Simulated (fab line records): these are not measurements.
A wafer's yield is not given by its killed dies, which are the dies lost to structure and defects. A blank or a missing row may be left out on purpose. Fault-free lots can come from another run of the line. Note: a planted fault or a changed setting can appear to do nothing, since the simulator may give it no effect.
fab line records    flow nand_harc    part 2 of 2: steps 26 to 35 of 35
[record] lots = 5  wafers = 15  last_day = 24
route steps=1159 shown A_WL_FILL@817 A_CONTACT@840
lots that met no fault: from a run of the same line without faults
start_h: hours from the record's first day to the start of the lot's first wafer shown    wait_h: hours from the lot's prior step to this one    " as in the row above    L1.1+2: several wafers, shown together as one row    - no value, or no start given    * or withheld: withheld    < > ~ a bound
route shown NAME@n: NAME is a module with steps in the file, n the number in the route of the first one    usual: mean/standard deviation taken from wafers without a fault    same: alike in all rows    chamber/n: place in a boat    sites: readings site by site    _std_site: their standard deviation    _edge_site: the outer-site mean with the inner-site mean subtracted    radius_mm: for every site, how far away it sits from the centre of the wafer    mask NAME#n: copy n    behind: the last tool/chamber to shape the wafer    hold: the reason the lot was held/the length of the hold in hours/how it ended    device: whichever transistor did not switch (one of n, p or np)    end of line: the route-end tests of the same wafers    where a step has no rows: the recipe by itself    killed: dies that structure and defects cost at the first sort, which is not the same as the wafer's yield    map: a wafer's dies, marking killed ones x, the rest . and places with no die _
set.NAME: the run value of the setting; set.NAME@STEP: its run value at that earlier step    model.NAME: the simulator's own value behind a step, which no gauge read
lots at selected steps of the route; one table per step, one row per wafer
services: a tool's chamber out of use, with start hour (start_h, from the record's first day; less than 0 if before it), hours out, and reason
[[steps]]
[step NHARC_A_CONTACT_COAT_35]
[recipe] temp_c = 225  time_s = 65
[usual] resist_line_temp_C = 23.02/0.11
lot.wafer  tool            chamber  start_h  wait_h  resist_line_temp_C
L082.1     litho_track-06  0        -        -       22.81
L082.3     "               0        "        "       22.91
L082.4     "               0        "        "       23.11
L087.1     litho_track-04  0        -        -       22.96
L087.3     "               0        "        "       23.11
L087.6     "               0        "        "       23.00
L088.1     litho_track-04  0        -        -       22.91
L088.2     "               0        "        "       22.87
L088.4     "               0        "        "       22.92
L090.2     litho_track-01  0        -        -       22.90
L090.4     "               0        "        "       23.01
L090.5     "               0        "        "       22.98
L094.1     litho_track-01  0        -        -       22.94
L094.5     "               0        "        "       22.92
L094.6     "               0        "        "       22.99
[step NHARC_A_CONTACT_COAT_36]
[recipe] spin_rpm = 1500  resist_thk_nm = 90
[usual] resist_line_temp_C = 23.03/0.1
lot.wafer  tool            chamber  start_h  wait_h  resist_line_temp_C
L082.1     litho_track-06  0        -        -       23.19
L082.3     "               0        "        "       22.88
L082.4     "               0        "        "       23.06
L087.1     litho_track-04  0        -        -       23.12
L087.3     "               0        "        "       23.02
L087.6     "               0        "        "       22.94
L088.1     litho_track-04  0        -        -       22.96
L088.2     "               0        "        "       22.95
L088.4     "               0        "        "       22.96
L090.2     litho_track-01  0        -        -       23.05
L090.4     "               0        "        "       23.02
L090.5     "               0        "        "       22.97
L094.1     litho_track-01  0        -        -       22.93
L094.5     "               0        "        "       23.10
L094.6     "               0        "        "       23.00
[step NHARC_A_CONTACT_SOFTBAKE_37]
[recipe] temp_c = 105  time_s = 55
[usual] resist_line_temp_C = 23.02/0.096
lot.wafer  tool            chamber  start_h  wait_h  resist_line_temp_C
L082.1     litho_track-06  0        -        -       22.75
L082.3     "               0        "        "       22.90
L082.4     "               0        "        "       22.90
L087.1     litho_track-04  0        -        -       23.11
L087.3     "               0        "        "       22.97
L087.6     "               0        "        "       22.93
L088.1     litho_track-04  0        -        -       22.81
L088.2     "               0        "        "       23.12
L088.4     "               0        "        "       22.87
L090.2     litho_track-01  0        -        -       23.03
L090.4     "               0        "        "       23.11
L090.5     "               0        "        "       22.89
L094.1     litho_track-01  0        -        -       22.94
L094.5     "               0        "        "       23.00
L094.6     "               0        "        "       22.99
[step NHARC_A_CONTACT_EBR_38]
[usual] resist_line_temp_C = 23.02/0.1
lot.wafer  tool            chamber  start_h  wait_h  resist_line_temp_C
L082.1     litho_track-06  0        -        -       23.14
L082.3     "               0        "        "       23.13
L082.4     "               0        "        "       23.05
L087.1     litho_track-04  0        -        -       23.01
L087.3     "               0        "        "       23.09
L087.6     "               0        "        "       22.91
L088.1     litho_track-04  0        -        -       23.09
L088.2     "               0        "        "       23.05
L088.4     "               0        "        "       23.16
L090.2     litho_track-01  0        -        -       23.23
L090.4     "               0        "        "       22.95
L090.5     "               0        "        "       23.02
L094.1     litho_track-01  0        -        -       22.94
L094.5     "               0        "        "       22.90
L094.6     "               0        "        "       23.11
[step NHARC_A_CONTACT_EXPOSE_39]
[recipe] na = 1.35  sigma_outer = 0.8  dose_mj = 58.79  mask_id = A_CC_3
[usual] exposure_dose_mJ_cm2 = 58.78/0.056
lot.wafer  tool             chamber  start_h  wait_h  mask      exposure_dose_mJ_cm2
L082.1     arfi_scanner-03  0        426.98   -       A_CC_3#0  58.73
L082.3     "                0        "        "       A_CC_3#0  58.78
L082.4     "                0        "        "       A_CC_3#0  58.79
L087.1     arfi_scanner-03  0        445.53   -       A_CC_3#0  58.73
L087.3     "                0        "        "       A_CC_3#0  58.76
L087.6     "                0        "        "       A_CC_3#0  58.70
L088.1     arfi_scanner-01  0        453.62   -       A_CC_3#0  58.74
L088.2     "                0        "        "       A_CC_3#0  58.78
L088.4     "                0        "        "       A_CC_3#0  58.79
L090.2     arfi_scanner-03  0        468.76   -       A_CC_3#0  58.80
L090.4     "                0        "        "       A_CC_3#0  58.78
L090.5     "                0        "        "       A_CC_3#0  58.82
L094.1     arfi_scanner-01  0        500.79   -       A_CC_3#0  58.81
L094.5     "                0        "        "       A_CC_3#0  58.86
L094.6     "                0        "        "       A_CC_3#0  58.78
[step NHARC_A_CONTACT_PEB_40]
[recipe] peb_temp_c = 100  peb_time_s = 65
[usual] resist_line_temp_C = 23.00/0.089
lot.wafer  tool            chamber  start_h  wait_h  resist_line_temp_C
L082.1     litho_track-01  0        427.04   0.1     23.07
L082.3     "               0        "        "       23.02
L082.4     "               0        "        "       22.87
L087.1     litho_track-04  0        445.60   0.1     23.00
L087.3     "               0        "        "       22.93
L087.6     "               0        "        "       22.92
L088.1     litho_track-01  0        453.68   0.1     22.99
L088.2     "               0        "        "       22.81
L088.4     "               0        "        "       22.95
L090.2     litho_track-01  0        468.81   0.1     23.00
L090.4     "               0        "        "       23.17
L090.5     "               0        "        "       22.87
L094.1     litho_track-06  0        500.85   0.1     22.88
L094.5     "               0        "        "       22.94
L094.6     "               0        "        "       22.80
[step NHARC_A_CONTACT_DEVELOP_41]
[recipe] develop_time_s = 35  dev_temp_c = 23
[usual] resist_line_temp_C = 22.99/0.11
lot.wafer  tool            chamber  start_h  wait_h  resist_line_temp_C
L082.1     litho_track-01  0        -        -       23.08
L082.3     "               0        "        "       23.15
L082.4     "               0        "        "       23.05
L087.1     litho_track-04  0        -        -       23.03
L087.3     "               0        "        "       23.01
L087.6     "               0        "        "       23.01
L088.1     litho_track-01  0        -        -       23.10
L088.2     "               0        "        "       22.79
L088.4     "               0        "        "       22.97
L090.2     litho_track-01  0        -        -       23.05
L090.4     "               0        "        "       23.22
L090.5     "               0        "        "       23.05
L094.1     litho_track-06  0        -        -       23.09
L094.5     "               0        "        "       23.18
L094.6     "               0        "        "       23.01
[step NHARC_A_CONTACT_CD_MEAS_42]
[recipe] target_cd_nm = 200  landing_energy_ev = 500
[usual] cd_nm = 199.7/0.49
lot.wafer  tool       chamber  start_h  wait_h  cd_nm
L082.1     cd_sem-03  0        427.12   -       199.5
L082.3     "          0        "        "       199.2
L082.4     "          0        "        "       199.6
L087.1     cd_sem-01  0        445.68   -       200.0
L087.3     "          0        "        "       198.4
L087.6     "          0        "        "       200.0
L088.1     cd_sem-01  0        453.76   -       199.4
L088.2     "          0        "        "       199.6
L088.4     "          0        "        "       199.4
L090.2     cd_sem-02  0        468.90   -       199.9
L090.4     "          0        "        "       200.1
L090.5     "          0        "        "       199.3
L094.1     cd_sem-03  0        500.93   -       200.2
L094.5     "          0        "        "       199.7
L094.6     "          0        "        "       200.6
[step NHARC_A_CONTACT_OVL_MEAS_43]
[usual] overlay_x_nm = 0.0/1.2  overlay_y_nm = 0.1/0.82
lot.wafer  tool        chamber  start_h  wait_h  overlay_x_nm  overlay_y_nm
L082.1     overlay-01  -        427.22   -       -0.6          1.1
L082.3     "           -        "        "       -0.9          1.1
L082.4     "           -        "        "       -0.5          1.2
L087.1     overlay-02  -        445.77   -       -0.2          0.9
L087.3     "           -        "        "       -0.2          1.0
L087.6     "           -        "        "       -0.5          1.1
L088.1     overlay-02  -        453.86   -       1.8           0.8
L088.2     "           -        "        "       1.7           1.0
L088.4     "           -        "        "       1.9           0.4
L090.2     overlay-01  -        468.98   -       -1.6          0.5
L090.4     "           -        "        "       -1.6          0.7
L090.5     "           -        "        "       -1.1          0.9
L094.1     overlay-02  -        501.02   -       -0.2          0.6
L094.5     "           -        "        "       0.1           0.7
L094.6     "           -        "        "       0.7           0.8
[step NHARC_A_CONTACT_INSPECT_44]
[usual] raw_defect_count = 27/14
lot.wafer  tool               chamber  start_h  wait_h  raw_defect_count
L082.1     defect_inspect-01  -        427.26   0.0     24
L082.3     "                  -        "        "       37
L082.4     "                  -        "        "       41
L087.1     defect_inspect-02  -        445.80   0.0     46
L087.3     "                  -        "        "       39
L087.6     "                  -        "        "       38
L088.1     defect_inspect-01  -        453.90   0.0     8
L088.2     "                  -        "        "       25
L088.4     "                  -        "        "       11
L090.2     defect_inspect-01  -        469.02   0.0     35
L090.4     "                  -        "        "       29
L090.5     "                  -        "        "       31
L094.1     defect_inspect-02  -        501.05   0.0     47
L094.5     "                  -        "        "       42
L094.6     "                  -        "        "       39
[[services]]
tool             chamber  start_h  hours  kind
cvd_w-02         -        383.39   13.0   pm
rie_metal-02     0        387.26   8.7    repair
rie_si-02        -        388.02   9.0    pm
rie_metal-02     -        388.10   9.0    pm
wet_bench-01     -        389.60   8.0    pm
arfi_scanner-01  -        395.60   0.5    repair
wet_bench-02     -        417.67   4.5    repair
rie_diel-09      -        431.13   9.0    pm
pecvd-04         1        432.72   5.4    repair
pecvd-03         1        436.33   12.3   repair
rie_diel-08      0        442.01   2.8    repair
litho_track-01   -        443.00   7.0    pm
rie_si-03        -        448.19   1.3    repair
cmp-03           -        453.98   4.0    pm
arfi_scanner-03  -        461.07   3.9    repair
litho_track-06   -        467.00   7.0    pm
pecvd-03         -        473.23   13.0   pm
cvd_w-01         -        475.41   13.0   pm
arfi_scanner-03  -        476.68   1.8    repair
rie_diel-08      -        478.80   9.0    pm
wet_bench-06     -        481.60   8.0    pm
arfi_scanner-03  -        484.00   4.0    pm
litho_track-04   -        491.00   7.0    pm
furnace-01       -        494.94   26.0   pm
